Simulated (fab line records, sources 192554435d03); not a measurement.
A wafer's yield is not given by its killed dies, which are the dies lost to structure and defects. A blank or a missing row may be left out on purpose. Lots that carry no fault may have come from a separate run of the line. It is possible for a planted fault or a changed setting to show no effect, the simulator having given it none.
fab line records    flow n5_finfet
record: lots: 24  wafers: 72  last_day: 19
route steps=1938 shown BEOL_M0_SAQP@693 BEOL_M0_CUTY@709 BEOL_M0@726
lots that met no fault: taken from a fault-free run of the same line
start_h: hours from the record's opening day to when the first of the lot's shown wafers began    wait_h: how many hours have passed since the lot's step before this one    " unchanged from the row above    L1.1+2: a single row standing in for several wafers    - no value present, or no start provided    * or withheld: withheld    < > ~ a bound
route shown NAME@n: a module of which the file shows steps, and the number in the route of the first    usual: the fault-free wafers' mean and standard deviation    same: alike in all rows    chamber/n: place in a boat    sites: readings site by site    _std_site: the values' standard deviation    _edge_site: inner sites' mean taken away from outer sites' mean    radius_mm: for every site, how far away it sits from the centre of the wafer    mask NAME#n: copy n    behind: tool/chamber where the wafer was last shaped    hold: reason for holding the lot/hours on hold/outcome of the hold    device: which transistor (n, p or np) failed to switch    end of line: the route-end tests of the same wafers    a step given without rows: its recipe and nothing more    killed: dies lost to structure and defects at the first sort, not the wafer's yield    map: a wafer's dies, x killed, . not, _ none there
set.NAME: the setting the step ran with; set.NAME@STEP: the setting that earlier step ran with    model.NAME: the simulator's own value behind a step, which no gauge read
the route's steps for a sample of lots (tables are steps, rows are wafers)
services: a tool's chamber out of use, with start hour (start_h, from the record's first day; less than 0 if before it), hours out, and reason
== steps ==
step: N5_BEOL_M0_SAQP_ETCH_88
recipe: chemistry: N2/H2  target: underlayer  target_depth_a: 65  time_s: 5.2  ion_energy_ev: 200  mask_material: CAR-EUV  pressure_mtorr: 30  source_w: 840  bias_w: 150  n2_flow_sccm: 200  h2_flow_sccm: 200  ends: cleared
usual: drypump_motor_current_A: 5.6/0.36  etch_rf_on_time_s: 5.20/0.12  oes_product_au: 0.68/0.075  rf_vpp_V: 524.9/2.7  showerhead_plenum_p_Torr: 2.59/0.086  throttle_valve_pct: 17.99/0.23
lot.wafer  tool         chamber  start_h  wait_h  drypump_motor_current_A  etch_rf_on_time_s  oes_product_au  rf_hours_counter_h  rf_vpp_V  showerhead_plenum_p_Torr  throttle_valve_pct
L074.1     rie_diel-05  2        115.48   0.0     5.6                      5.31               0.65            134                 520.7     2.44                      18.00
L074.4     "            3        "        "       5.4                      5.25               0.65            153                 519.3     2.43                      17.71
L074.6     "            2        "        "       5.7                      5.32               0.65            -                   521.4     2.44                      18.01
L075.2     rie_diel-04  1        119.00   0.0     5.0                      5.55               0.63            127                 526.9     2.65                      17.83
L075.4     "            3        "        "       5.4                      5.22               0.58            208                 524.1     2.53                      18.23
L075.5     "            3        "        "       5.4                      5.24               0.59            -                   521.6     2.53                      18.25
L077.1     rie_diel-02  2        127.13   0.0     5.7                      5.16               0.65            139                 526.4     2.66                      17.84
L077.2     "            1        "        "       6.1                      5.15               0.77            31                  523.9     2.59                      18.14
L077.4     "            0        "        "       5.6                      5.29               0.68            -                   524.8     2.58                      18.04
L078.1     rie_diel-02  2        139.23   0.0     5.8                      5.14               0.65            143                 529.4     2.66                      17.88
L078.2     "            0        "        "       5.6                      5.28               0.68            95                  521.4     2.58                      18.01
L078.4     "            3        "        "       5.7                      5.12               0.85            2                   529.1     2.73                      17.65
L079.1     rie_diel-02  2        143.98   0.0     5.7                      5.15               0.65            145                 525.6     2.66                      17.86
L079.4     "            3        "        "       5.7                      5.09               0.82            4                   527.8     2.73                      17.69
L079.6     "            3        "        "       5.7                      5.09               0.82            -                   526.4     2.72                      17.65
L080.2     rie_diel-02  2        147.86   0.0     5.7                      5.09               0.65            146                 527.7     2.66                      17.89
L080.3     "            0        "        "       5.6                      5.30               0.66            99                  522.5     2.58                      18.04
L080.4     "            1        "        "       6.1                      5.21               0.77            38                  526.0     2.59                      18.14
L081.3     rie_diel-02  0        154.37   0.0     5.6                      5.35               0.66            101                 523.9     2.58                      18.02
L081.4     "            1        "        "       6.0                      5.19               0.76            40                  523.6     2.59                      18.14
L081.6     "            1        "        "       6.0                      5.17               0.76            -                   527.3     2.59                      18.15
L082.3     rie_diel-04  0        161.46   0.0     5.5                      5.13               0.64            184                 527.4     2.64                      17.69
L082.4     "            2        "        "       5.0                      5.03               0.83            2                   525.3     2.60                      17.80
L082.6     "            2        "        "       5.0                      5.10               0.83            -                   525.2     2.60                      17.80
L083.2     rie_diel-05  2        166.61   0.0     5.7                      5.23               0.65            148                 521.6     2.43                      18.03
L083.5     "            2        "        "       5.7                      5.29               0.63            -                   521.2     2.43                      18.00
L083.6     "            1        "        "       6.2                      5.20               0.69            -                   523.6     2.59                      18.19
L084.1     rie_diel-02  0        174.50   0.0     5.6                      5.25               0.66            106                 523.4     2.58                      18.02
L084.3     "            1        "        "       6.0                      5.14               0.74            45                  524.7     2.59                      18.16
L084.5     "            0        "        "       5.6                      5.25               0.66            -                   525.8     2.58                      18.03
L085.2     rie_diel-05  1        180.29   0.0     6.2                      5.13               0.71            82                  524.4     2.59                      18.19
L085.4     "            0        "        "       4.9                      5.21               0.56            249                 527.9     2.63                      18.66
L085.6     "            0        "        "       5.0                      5.25               0.58            -                   524.9     2.63                      18.68
L086.1     rie_diel-02  3        182.69   0.0     5.7                      5.07               0.80            15                  527.7     2.72                      17.70
L086.2     "            1        "        "       6.0                      5.11               0.74            47                  527.6     2.58                      18.16
L086.3     "            0        "        "       5.6                      5.22               0.66            108                 527.1     2.58                      18.04
L087.1     rie_diel-04  2        188.41   0.0     4.9                      5.02               0.80            9                   525.0     2.60                      17.81
L087.2     "            0        "        "       5.5                      5.14               0.64            193                 526.1     2.64                      17.72
L087.5     "            0        "        "       5.4                      5.13               0.63            -                   528.4     2.64                      17.71
L088.1     rie_diel-05  3        193.06   0.0     5.3                      5.17               0.64            177                 521.2     2.42                      17.74
L088.4     "            1        "        "       6.2                      5.09               0.69            -                   520.9     2.58                      18.19
L088.5     "            2        "        "       5.7                      5.19               0.63            -                   521.0     2.43                      18.07
L089.1     rie_diel-04  2        198.07   0.0     5.0                      5.11               0.77            13                  523.5     2.60                      17.84
L089.4     "            0        "        "       5.5                      5.26               0.63            196                 524.3     2.64                      17.73
L089.6     "            3        "        "       5.4                      5.38               0.56            -                   522.0     2.52                      18.27
L090.1     rie_diel-02  3        208.10   0.0     5.7                      5.02               0.79            21                  528.7     2.72                      17.69
L090.5     "            0        "        "       5.6                      5.32               0.66            -                   524.6     2.57                      18.05
L090.6     "            1        "        "       6.1                      5.10               0.75            -                   524.9     2.58                      18.13
L091.1     rie_diel-05  3        212.28   0.0     5.4                      5.18               0.62            186                 518.8     2.41                      17.77
L091.2     "            1        "        "       6.2                      5.14               0.68            97                  526.3     2.58                      18.20
L091.4     "            0        "        "       5.0                      5.12               0.82            3                   525.7     2.63                      18.32
L092.2     rie_diel-05  3        219.79   0.0     5.4                      5.18               0.62            188                 520.0     2.41                      17.76
L092.4     "            0        "        "       5.0                      5.04               0.82            5                   525.9     2.63                      18.29
L092.5     "            1        "        "       6.1                      5.13               0.70            -                   523.1     2.58                      18.23
L093.2     rie_diel-02  3        229.06   0.0     5.7                      5.02               0.79            26                  526.3     2.71                      17.73
L093.4     "            0        "        "       5.5                      5.30               0.66            119                 521.1     2.57                      18.10
L093.6     "            1        "        "       6.1                      5.09               0.74            -                   523.5     2.58                      18.16
L076.2     rie_diel-02  0        232.21   0.0     5.6                      5.35               0.64            120                 522.3     2.57                      18.08
L076.3     "            3        "        "       5.7                      5.09               0.77            27                  526.9     2.71                      17.70
L076.5     "            3        "        "       5.7                      5.12               0.76            -                   529.1     2.71                      17.72
L094.4     rie_diel-04  0        236.30   0.0     5.4                      5.12               0.61            211                 526.4     2.63                      17.75
L094.5     "            0        "        "       5.5                      5.17               0.63            -                   528.2     2.63                      17.75
L094.6     "            1        "        "       5.0                      5.56               0.62            -                   527.9     2.63                      17.91
L095.1     rie_diel-05  0        245.47   0.0     5.0                      5.10               0.80            12                  527.0     2.62                      18.32
L095.3     "            3        "        "       5.4                      5.17               0.64            196                 522.7     2.41                      17.77
L095.6     "            3        "        "       5.4                      5.18               0.63            -                   523.1     2.41                      17.75
L097.1     rie_diel-04  1        249.38   0.0     5.0                      5.58               0.62            160                 527.2     2.63                      17.90
L097.3     "            2        "        "       4.9                      5.15               0.76            30                  524.2     2.59                      17.84
L097.6     "            1        "        "       5.0                      5.56               0.61            -                   527.5     2.63                      17.90
L096.1     rie_diel-02  0        253.77   0.0     5.6                      5.30               0.64            126                 522.7     2.57                      18.10
L096.3     "            1        "        "       6.0                      5.13               0.74            65                  526.7     2.58                      18.18
L096.4     "            3        "        "       5.7                      5.06               0.76            34                  527.8     2.71                      17.71
step: N5_BEOL_M0_CUTY_OVL_MEAS_58
recipe: points_per_wafer: 44
usual: M0_ABLK_OVL: 0.2/0.68
lot.wafer  tool        chamber  start_h  wait_h  M0_ABLK_OVL[nm]
L074.1     overlay-01  0        117.02   0.0     0.1
L074.4     "           0        "        "       0.6
L074.6     "           0        "        "       0.2
L075.2     overlay-01  0        120.55   0.0     1.0
L075.4     "           0        "        "       1.2
L075.5     "           0        "        "       1.2
L077.1     overlay-02  0        128.43   0.0     -0.2
L077.2     "           0        "        "       -1.2
L077.4     "           0        "        "       -0.6
L078.1     overlay-01  0        141.41   0.0     0.0
L078.2     "           0        "        "       0.4
L078.4     "           0        "        "       0.7
L079.1     overlay-01  0        145.35   0.0     0.9
L079.4     "           0        "        "       -0.5
L079.6     "           0        "        "       -0.3
L080.2     overlay-02  0        149.23   0.0     1.1
L080.3     "           0        "        "       1.0
L080.4     "           0        "        "       0.4
L081.3     overlay-01  0        155.72   0.0     0.0
L081.4     "           0        "        "       -0.8
L081.6     "           0        "        "       -0.4
L082.3     overlay-02  0        162.90   0.0     -0.1
L082.4     "           0        "        "       0.1
L082.6     "           0        "        "       0.8
L083.2     overlay-02  0        167.79   0.0     -0.9
L083.5     "           0        "        "       0.5
L083.6     "           0        "        "       0.1
L084.1     overlay-02  0        175.80   0.0     0.4
L084.3     "           0        "        "       -0.1
L084.5     "           0        "        "       0.3
L085.2     overlay-02  0        181.97   0.0     -0.5
L085.4     "           0        "        "       -0.1
L085.6     "           0        "        "       -1.0
L086.1     overlay-01  0        184.81   0.0     1.5
L086.2     "           0        "        "       0.7
L086.3     "           0        "        "       0.9
L087.1     overlay-01  0        189.73   0.0     -0.2
L087.2     "           0        "        "       -0.3
L087.5     "           0        "        "       1.8
L088.1     overlay-02  0        194.36   0.0     -0.4
L088.4     "           0        "        "       0.7
L088.5     "           0        "        "       -0.3
L089.1     overlay-02  0        199.59   0.0     0.3
L089.4     "           0        "        "       -0.9
L089.6     "           0        "        "       -0.2
L090.1     overlay-02  0        209.40   0.0     -0.8
L090.5     "           0        "        "       -0.2
L090.6     "           0        "        "       0.0
L091.1     overlay-01  0        213.58   0.0     0.3
L091.2     "           0        "        "       1.5
L091.4     "           0        "        "       -0.6
L092.2     overlay-01  0        220.99   0.0     0.9
L092.4     "           0        "        "       -0.1
L092.5     "           0        "        "       0.3
L093.2     overlay-01  0        230.24   0.0     0.4
L093.4     "           0        "        "       -0.4
L093.6     "           0        "        "       0.6
L076.2     overlay-01  0        233.51   0.0     0.9
L076.3     "           0        "        "       0.4
L076.5     "           0        "        "       0.5
L094.4     overlay-01  0        237.61   0.0     0.1
L094.5     "           0        "        "       0.4
L094.6     "           0        "        "       -0.4
L095.1     overlay-02  0        246.65   0.0     0.2
L095.3     "           0        "        "       0.4
L095.6     "           0        "        "       0.3
L097.1     overlay-01  0        250.55   0.0     0.3
L097.3     "           0        "        "       0.1
L097.6     "           0        "        "       -0.5
L096.1     overlay-01  0        255.07   0.0     1.0
L096.3     "           0        "        "       1.1
L096.4     "           0        "        "       1.1
step: N5_BEOL_M0_ETCH_109
recipe: chemistry: CH3F/O2  target_depth_a: 80  overetch_a: 24  target: SiCN  time_s: 27.4  ion_energy_ev: 120  pressure_mtorr: 30  source_w: 395  bias_w: 75  Ar_flow_sccm: 150  CH3F_flow_sccm: 30  O2_flow_sccm: 20
usual: drypump_motor_current_A: 5.6/0.35  oes_product_au: 0.66/0.055  rf_vpp_V: 297.9/1.2  showerhead_plenum_p_Torr: 2.02/0.047  throttle_valve_pct: 16.39/0.28
lot.wafer  tool         chamber  start_h  wait_h  drypump_motor_current_A  oes_product_au  rf_hours_counter_h  rf_vpp_V  showerhead_plenum_p_Torr  throttle_valve_pct
L074.1     rie_diel-03  2        127.46   0.2     6.3                      0.63            184                 295.8     1.98                      16.38
L074.4     "            0        "        "       5.3                      0.61            231                 300.0     2.07                      16.86
L074.6     "            1        "        "       5.8                      0.68            -                   298.5     2.02                      16.16
L075.2     rie_diel-06  2        127.69   0.3     5.5                      0.70            66                  299.4     2.02                      16.25
L075.4     "            1        "        "       5.6                      0.61            211                 297.4     2.05                      16.67
L075.5     "            1        "        "       5.7                      0.61            -                   297.8     2.05                      16.67
L077.1     rie_diel-03  3        130.61   0.2     5.1                      0.64            145                 297.2     2.01                      16.31
L077.2     "            2        "        "       6.2                      0.65            185                 297.5     1.98                      16.39
L077.4     "            1        "        "       5.8                      0.69            99                  298.0     2.02                      16.17
L078.1     rie_diel-06  0        143.21   0.0     5.9                      0.72            62                  296.5     1.93                      16.00
L078.2     "            3        "        "       5.1                      0.62            167                 297.1     2.10                      16.78
L078.4     "            1        "        "       5.6                      0.63            215                 299.1     2.05                      16.67
L079.1     rie_diel-01  2        147.33   0.0     5.7                      0.59            220                 298.1     2.06                      16.68
L079.4     "            0        "        "       5.7                      0.75            47                  299.8     2.11                      15.86
L079.6     "            3        "        "       5.5                      0.78            -                   298.0     1.97                      15.97
L080.2     rie_diel-03  3        151.02   0.0     5.2                      0.63            153                 298.7     2.00                      16.35
L080.3     "            2        "        "       6.3                      0.62            193                 297.8     1.98                      16.40
L080.4     "            1        "        "       5.8                      0.68            107                 297.7     2.01                      16.18
L081.3     rie_diel-06  1        157.13   0.0     5.6                      0.62            221                 299.5     2.05                      16.68
L081.4     "            3        "        "       5.1                      0.63            173                 298.3     2.09                      16.78
L081.6     "            2        "        "       5.5                      0.72            -                   298.9     2.02                      16.28
L082.3     rie_diel-03  3        165.04   0.0     5.1                      0.64            158                 297.3     2.00                      16.36
L082.4     "            1        "        "       5.7                      0.67            111                 297.8     2.01                      16.18
L082.6     "            2        "        "       6.3                      0.63            -                   297.1     1.98                      16.41
L083.2     rie_diel-03  3        170.21   0.0     5.2                      0.62            159                 297.9     2.00                      16.34
L083.5     "            3        "        "       5.2                      0.62            -                   297.2     2.00                      16.34
L083.6     "            2        "        "       6.3                      0.61            -                   296.5     1.98                      16.42
L084.1     rie_diel-03  3        179.46   0.0     5.1                      0.63            163                 297.5     2.00                      16.37
L084.3     "            2        "        "       6.3                      0.61            204                 296.2     1.98                      16.41
L084.5     "            0        "        "       5.3                      0.59            -                   297.9     2.07                      16.89
L085.2     rie_diel-06  2        184.77   0.0     5.5                      0.69            81                  297.3     2.01                      16.26
L085.4     "            3        "        "       5.1                      0.62            182                 298.2     2.09                      16.79
L085.6     "            3        "        "       5.1                      0.61            -                   299.2     2.09                      16.79
L086.1     rie_diel-03  3        188.50   0.7     5.1                      0.61            165                 295.3     2.00                      16.37
L086.2     "            0        "        "       5.3                      0.58            249                 297.7     2.07                      16.90
L086.3     "            2        "        "       6.3                      0.61            207                 296.1     1.98                      16.43
L087.1     rie_diel-03  1        191.16   0.1     5.8                      0.66            121                 296.0     2.01                      16.20
L087.2     "            2        "        "       6.3                      0.60            208                 296.5     1.98                      16.43
L087.5     "            1        "        "       5.8                      0.67            -                   297.9     2.01                      16.19
L088.1     rie_diel-06  3        196.28   0.0     5.1                      0.61            186                 298.6     2.09                      16.81
L088.4     "            1        "        "       5.7                      0.62            233                 299.7     2.04                      16.70
L088.5     "            3        "        "       5.1                      0.61            -                   299.1     2.09                      16.80
L089.1     rie_diel-06  1        201.41   0.0     5.7                      0.60            235                 298.4     2.04                      16.72
L089.4     "            0        "        "       5.9                      0.71            82                  296.0     1.93                      16.03
L089.6     "            0        "        "       5.9                      0.71            -                   295.3     1.93                      16.05
L090.1     rie_diel-01  0        211.56   0.0     5.7                      0.71            68                  299.6     2.10                      15.90
L090.5     "            0        "        "       5.7                      0.72            -                   299.2     2.10                      15.89
L090.6     "            1        "        "       5.5                      0.64            -                   299.5     2.07                      16.48
L091.1     rie_diel-01  2        215.44   0.5     5.7                      0.59            243                 298.2     2.05                      16.72
L091.2     "            1        "        "       5.5                      0.64            187                 298.9     2.07                      16.47
L091.4     "            3        "        "       5.5                      0.74            53                  296.4     1.96                      16.00
L092.2     rie_diel-01  0        223.29   0.0     5.7                      0.71            74                  299.9     2.10                      15.91
L092.4     "            1        "        "       5.5                      0.64            191                 299.0     2.07                      16.50
L092.5     "            0        "        "       5.7                      0.71            -                   299.1     2.10                      15.89
L093.2     rie_diel-03  0        231.52   0.2     5.3                      0.77            11                  299.3     2.06                      16.43
L093.4     "            3        "        "       5.2                      0.62            183                 297.6     1.99                      16.39
L093.6     "            2        "        "       6.3                      0.61            -                   295.8     1.97                      16.46
L076.2     rie_diel-03  0        237.96   0.2     5.3                      0.77            13                  298.3     2.06                      16.43
L076.3     "            3        "        "       5.1                      0.62            185                 295.5     1.99                      16.39
L076.5     "            1        "        "       5.8                      0.65            -                   296.3     2.00                      16.22
L094.4     rie_diel-03  0        243.72   1.4     5.3                      0.78            16                  297.6     2.06                      16.45
L094.5     "            0        "        "       5.3                      0.77            -                   297.0     2.06                      16.44
L094.6     "            1        "        "       5.8                      0.64            -                   297.4     2.00                      16.24
L095.1     rie_diel-06  2        248.56   0.5     5.5                      0.68            98                  296.4     2.01                      16.33
L095.3     "            0        "        "       5.9                      0.69            94                  295.4     1.92                      16.07
L095.6     "            2        "        "       5.5                      0.69            -                   298.7     2.01                      16.32
L097.1     rie_diel-01  0        263.66   0.0     5.7                      0.69            92                  299.8     2.09                      15.95
L097.3     "            2        "        "       5.7                      0.79            1                   299.1     2.05                      16.23
L097.6     "            1        "        "       5.5                      0.63            -                   299.6     2.06                      16.52
L096.1     rie_diel-03  1        264.00   0.0     5.8                      0.64            148                 297.8     2.00                      16.26
L096.3     "            0        "        "       5.3                      0.74            23                  296.8     2.06                      16.45
L096.4     "            0        "        "       5.3                      0.76            -                   298.5     2.06                      16.43
step: N5_BEOL_M0_DEGAS_112
recipe: ambient: vacuum  temp_c: 250  time_s: 60
usual: heater_power_w: 323/26
lot.wafer  tool            chamber  start_h  wait_h  heater_power_w
L074.1     pvd_sputter-01  -        127.91   0.3     352
L074.4     "               -        "        "       299
L074.6     "               -        "        "       351
L075.2     pvd_sputter-02  -        128.17   0.3     339
L075.4     "               -        "        "       338
L075.5     "               -        "        "       344
L077.1     pvd_sputter-03  -        131.05   0.3     352
L077.2     "               -        "        "       275
L077.4     "               -        "        "       324
L078.1     pvd_sputter-01  -        143.38   0.0     348
L078.2     "               -        "        "       297
L078.4     "               -        "        "       299
L079.1     pvd_sputter-01  -        149.22   1.8     302
L079.4     "               -        "        "       358
L079.6     "               -        "        "       306
L080.2     pvd_sputter-02  -        151.55   0.4     346
L080.3     "               -        "        "       300
L080.4     "               -        "        "       336
L081.3     pvd_sputter-02  -        157.30   0.0     303
L081.4     "               -        "        "       339
L081.6     "               -        "        "       334
L082.3     pvd_sputter-02  -        165.44   0.3     303
L082.4     "               -        "        "       304
L082.6     "               -        "        "       337
L083.2     pvd_sputter-03  -        170.77   0.4     273
L083.5     "               -        "        "       356
L083.6     "               -        "        "       318
L084.1     pvd_sputter-03  -        179.72   0.1     322
L084.3     "               -        "        "       354
L084.5     "               -        "        "       358
L085.2     pvd_sputter-02  -        185.52   0.6     334
L085.4     "               -        "        "       340
L085.6     "               -        "        "       335
L086.1     pvd_sputter-01  -        188.67   0.0     328
L086.2     "               -        "        "       306
L086.3     "               -        "        "       299
L087.1     pvd_sputter-03  -        191.33   0.0     320
L087.2     "               -        "        "       273
L087.5     "               -        "        "       321
L088.1     pvd_sputter-03  -        197.40   1.0     349
L088.4     "               -        "        "       321
L088.5     "               -        "        "       359
L089.1     pvd_sputter-03  -        202.43   0.9     323
L089.4     "               -        "        "       269
L089.6     "               -        "        "       265
L090.1     pvd_sputter-03  -        211.80   0.0     311
L090.5     "               -        "        "       357
L090.6     "               -        "        "       338
L091.1     pvd_sputter-03  -        216.42   0.8     269
L091.2     "               -        "        "       316
L091.4     "               -        "        "       362
L092.2     pvd_sputter-01  -        223.65   0.2     355
L092.4     "               -        "        "       303
L092.5     "               -        "        "       300
L093.2     pvd_sputter-03  -        232.17   0.5     268
L093.4     "               -        "        "       321
L093.6     "               -        "        "       360
L076.2     pvd_sputter-02  -        240.11   2.0     309
L076.3     "               -        "        "       301
L076.5     "               -        "        "       311
L094.4     pvd_sputter-01  -        244.39   0.5     309
L094.5     "               -        "        "       319
L094.6     "               -        "        "       302
L095.1     pvd_sputter-03  -        248.94   0.2     332
L095.3     "               -        "        "       266
L095.6     "               -        "        "       354
L097.1     pvd_sputter-03  -        264.25   0.4     373
L097.3     "               -        "        "       336
L097.6     "               -        "        "       340
L096.1     pvd_sputter-01  -        264.26   0.1     296
L096.3     "               -        "        "       364
L096.4     "               -        "        "       306
step: N5_BEOL_M0_ANNEAL_133
recipe: temp_c: 400  time_s: 60  ambient: vacuum
usual: heater_power_w: 803/63
lot.wafer  tool            chamber  start_h  wait_h  heater_power_w
L074.1     pvd_sputter-01  -        128.88   0.0     798
L074.4     "               -        "        "       757
L074.6     "               -        "        "       890
L075.2     pvd_sputter-03  -        130.39   0.0     874
L075.4     "               -        "        "       679
L075.5     "               -        "        "       858
L077.1     pvd_sputter-02  -        133.87   0.0     839
L077.2     "               -        "        "       756
L077.4     "               -        "        "       787
L078.1     pvd_sputter-02  -        144.17   0.0     765
L078.2     "               -        "        "       817
L078.4     "               -        "        "       777
L079.1     pvd_sputter-01  -        150.16   0.0     826
L079.4     "               -        "        "       748
L079.6     "               -        "        "       885
L080.2     pvd_sputter-02  -        152.89   0.0     768
L080.3     "               -        "        "       745
L080.4     "               -        "        "       831
L081.3     pvd_sputter-02  -        159.66   0.0     884
L081.4     "               -        "        "       752
L081.6     "               -        "        "       775
L082.3     pvd_sputter-03  -        168.29   0.0     818
L082.4     "               -        "        "       896
L082.6     "               -        "        "       684
L083.2     pvd_sputter-01  -        171.48   0.0     757
L083.5     "               -        "        "       817
L083.6     "               -        "        "       772
L084.1     pvd_sputter-02  -        180.56   0.0     845
L084.3     "               -        "        "       764
L084.5     "               -        "        "       786
L085.2     pvd_sputter-01  -        187.33   0.0     745
L085.4     "               -        "        "       811
L085.6     "               -        "        "       896
L086.1     pvd_sputter-03  -        189.89   0.0     674
L086.2     "               -        "        "       886
L086.3     "               -        "        "       809
L087.1     pvd_sputter-03  -        192.73   0.0     679
L087.2     "               -        "        "       857
L087.5     "               -        "        "       867
L088.1     pvd_sputter-01  -        198.16   0.0     776
L088.4     "               -        "        "       877
L088.5     "               -        "        "       891
L089.1     pvd_sputter-03  -        203.31   0.0     873
L089.4     "               -        "        "       675
L089.6     "               -        "        "       865
L090.1     pvd_sputter-01  -        213.92   0.0     825
L090.5     "               -        "        "       892
L090.6     "               -        "        "       747
L091.1     pvd_sputter-03  -        217.32   0.0     688
L091.2     "               -        "        "       892
L091.4     "               -        "        "       839
L092.2     pvd_sputter-01  -        224.51   0.0     742
L092.4     "               -        "        "       886
L092.5     "               -        "        "       754
L093.2     pvd_sputter-03  -        233.04   0.0     844
L093.4     "               -        "        "       783
L093.6     "               -        "        "       868
L076.2     pvd_sputter-02  -        240.97   0.0     793
L076.3     "               -        "        "       833
L076.5     "               -        "        "       820
L094.4     pvd_sputter-03  -        245.16   0.0     889
L094.5     "               -        "        "       802
L094.6     "               -        "        "       912
L095.1     pvd_sputter-02  -        251.43   0.0     827
L095.3     "               -        "        "       763
L095.6     "               -        "        "       830
L097.1     pvd_sputter-02  -        264.98   0.0     785
L097.3     "               -        "        "       845
L097.6     "               -        "        "       791
L096.1     pvd_sputter-01  -        265.05   0.0     746
L096.3     "               -        "        "       901
L096.4     "               -        "        "       749
step: N5_BEOL_M0_ANNEAL_119
recipe: temp_c: 225  time_s: 90  ambient: N2
usual: wafer_temp_C_max: 225.95/0.27
lot.wafer  tool           chamber  start_h  wait_h  wafer_temp_C_max
L074.1     rtp_anneal-01  0        129.53   0.3     226.15
L074.4     "              0        "        "       226.20
L074.6     "              0        "        "       226.11
L075.2     rtp_anneal-02  0        130.86   0.2     226.02
L075.4     "              0        "        "       226.13
L075.5     "              0        "        "       225.70
L077.1     rtp_anneal-01  0        134.23   0.1     225.68
L077.2     "              0        "        "       226.09
L077.4     "              0        "        "       226.32
L078.1     rtp_anneal-02  0        144.53   0.1     225.75
L078.2     "              0        "        "       225.79
L078.4     "              0        "        "       226.12
L079.1     rtp_anneal-02  0        150.51   0.1     225.54
L079.4     "              0        "        "       225.75
L079.6     "              0        "        "       225.67
L080.2     rtp_anneal-02  0        153.29   0.1     225.66
L080.3     "              0        "        "       225.69
L080.4     "              0        "        "       225.60
L081.3     rtp_anneal-01  0        160.11   0.1     225.93
L081.4     "              0        "        "       225.85
L081.6     "              0        "        "       226.03
L082.3     rtp_anneal-01  0        168.74   0.1     226.33
L082.4     "              0        "        "       226.13
L082.6     "              0        "        "       226.22
L083.2     rtp_anneal-02  0        172.22   0.4     225.86
L083.5     "              0        "        "       225.87
L083.6     "              0        "        "       225.84
L084.1     rtp_anneal-02  0        180.91   0.1     225.74
L084.3     "              0        "        "       225.93
L084.5     "              0        "        "       225.46
L085.2     rtp_anneal-02  0        187.82   0.2     225.92
L085.4     "              0        "        "       226.48
L085.6     "              0        "        "       225.99
L086.1     rtp_anneal-02  0        190.32   0.1     225.55
L086.2     "              0        "        "       225.49
L086.3     "              0        "        "       225.60
L087.1     rtp_anneal-02  0        193.08   0.1     226.24
L087.2     "              0        "        "       225.85
L087.5     "              0        "        "       225.98
L088.1     rtp_anneal-01  0        198.69   0.2     226.35
L088.4     "              0        "        "       226.40
L088.5     "              0        "        "       226.32
L089.1     rtp_anneal-02  0        203.67   0.1     225.77
L089.4     "              0        "        "       225.54
L089.6     "              0        "        "       225.72
L090.1     rtp_anneal-01  0        214.27   0.1     226.17
L090.5     "              0        "        "       226.19
L090.6     "              0        "        "       225.90
L091.1     rtp_anneal-02  0        217.74   0.1     225.56
L091.2     "              0        "        "       225.67
L091.4     "              0        "        "       225.41
L092.2     rtp_anneal-01  0        225.10   0.3     225.95
L092.4     "              0        "        "       226.10
L092.5     "              0        "        "       225.98
L093.2     rtp_anneal-01  0        236.37   0.1     225.86
L093.4     "              0        "        "       226.21
L093.6     "              0        "        "       225.82
L076.2     rtp_anneal-01  0        241.39   0.1     226.42
L076.3     "              0        "        "       226.39
L076.5     "              0        "        "       225.79
L094.4     rtp_anneal-01  0        245.65   0.2     225.79
L094.5     "              0        "        "       226.05
L094.6     "              0        "        "       225.80
L095.1     rtp_anneal-01  0        251.80   0.1     226.33
L095.3     "              0        "        "       226.16
L095.6     "              0        "        "       226.16
L097.1     rtp_anneal-02  0        265.33   0.1     225.90
L097.3     "              0        "        "       225.80
L097.6     "              0        "        "       225.75
L096.1     rtp_anneal-01  0        265.40   0.1     225.95
L096.3     "              0        "        "       225.84
L096.4     "              0        "        "       225.74
== services ==
tool            chamber  start_h  hours  kind
rie_diel-04     -        95.90    0.4    repair
rie_diel-01     3        105.08   9.1    repair
pvd_sputter-01  -        112.84   13.6   repair
rie_diel-01     0        113.19   5.2    repair
rie_diel-06     2        113.32   8.0    repair
rie_diel-05     2        128.71   1.6    repair
pvd_sputter-01  -        136.42   1.1    repair
rie_diel-05     -        139.60   0.4    repair
rie_diel-06     2        144.85   12.2   repair
pvd_sputter-03  -        159.89   2.5    repair
rie_diel-03     0        170.10   5.9    repair
rie_diel-02     -        180.09   1.3    repair
rtp_anneal-01   -        185.88   2.8    pm
rie_diel-03     0        190.51   -      clean
rie_diel-03     0        190.51   -      consumable_replace:focus_ring
rie_diel-01     0        198.22   3.0    repair
rie_diel-05     1        213.02   4.7    repair
rie_diel-04     1        214.95   6.7    repair
rie_diel-04     1        222.61   13.5   repair
rie_diel-05     1        230.47   5.5    repair
rie_diel-02     1        230.65   2.4    repair
rie_diel-06     -        232.17   14.6   pm
rie_diel-05     3        263.47   13.5   repair
rie_diel-03     2        263.59   3.8    repair
== key ==
fault none
